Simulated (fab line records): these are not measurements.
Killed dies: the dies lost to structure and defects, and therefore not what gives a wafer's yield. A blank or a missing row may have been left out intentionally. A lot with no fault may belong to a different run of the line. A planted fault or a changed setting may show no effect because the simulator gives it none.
Matching of chambers	flow n5_finfet	N5_GATE_CUT_DESCUM_18 on rie_diel-03: 4 sister chambers
The step chemistry O2, time 7 s. 22 wafers are shown with their chamber, then 11 later ones without.

== WAFERS PAIRED WITH THEIR CHAMBERS ==
wafer	chamber	drypump_motor_current_A (A)	showerhead_plenum_p_Torr (Torr)	throttle_valve_pct (%)
L075.3	0	5.9	2.11	20.60
L075.5	1	6.1	2.05	20.23
L075.6	2	5.1	2.02	20.37
L078.1	0	5.9	2.11	20.61
L078.3	2	5.0	2.02	20.40
L078.6	2	5.1	2.02	20.37
L079.3	3	5.4	2.18	20.53
L079.5	2	5.1	2.02	20.38
L079.6	3	5.4	2.18	20.55
L080.1	0	5.9	2.10	20.63
L080.4	1	6.1	2.05	20.23
L080.5	2	5.1	2.02	20.39
L081.2	1	6.1	2.05	20.22
L081.4	3	5.4	2.17	20.55
L081.6	2	5.1	2.02	20.40
L083.4	0	5.9	2.10	20.62
L083.5	0	5.9	2.10	20.63
L083.6	3	5.4	2.17	20.55
L090.1	2	5.1	2.02	20.42
L090.4	1	6.1	2.04	20.26
L090.6	1	6.1	2.04	20.26
L091.1	3	5.4	2.17	20.57

SIGNATURES (averages over the wafers above)
reading	chamber 0	chamber 1	chamber 2	chamber 3	scatter within a chamber
drypump_motor_current_A	5.900	6.100	5.086	5.400	0.0218
showerhead_plenum_p_Torr	2.1040	2.0460	2.0200	2.1740	0.00447
throttle_valve_pct	20.6180	20.2400	20.3900	20.5500	0.0165
Rule: a wafer's distance from a chamber is the root of the sum, over the readings, of the square of ((its reading less the chamber's mean) divided by the reading's scatter). The wafer belongs to the nearest chamber; if the next one is less than 2 further off, it can't be placed. The scatter is the square root of a quotient: the sum, over the shown wafers, of each reading's squared deviation from its chamber's mean, divided by wafers minus chambers.

== WAFERS MISSING THEIR CHAMBER ==
wafer	drypump_motor_current_A (A)	showerhead_plenum_p_Torr (Torr)	throttle_valve_pct (%)
L091.3	6.1	2.04	20.26
L091.4	5.4	2.17	20.56
L092.2	5.4	2.17	20.58
L092.4	5.1	2.01	20.43
L092.6	6.1	2.04	20.26
L094.2	5.9	2.10	20.65
L094.3	6.1	2.04	20.27
L094.5	6.1	2.04	20.24
L097.2	5.0	2.01	20.43
L097.3	5.4	2.17	20.58
L097.6	6.1	2.03	20.27

== THE CHAMBER EACH PASSED THROUGH ==
wafer	from the rows above	in truth
L091.3	1	1
L091.4	3	3
L092.2	3	3
L092.4	2	2
L092.6	1	1
L094.2	0	0
L094.3	1	1
L094.5	1	1
L097.2	2	2
L097.3	3	3
L097.6	1	1
Correctly placed: 11 of 11. Number that these rows cannot place: 0. Wrongly placed: 0.
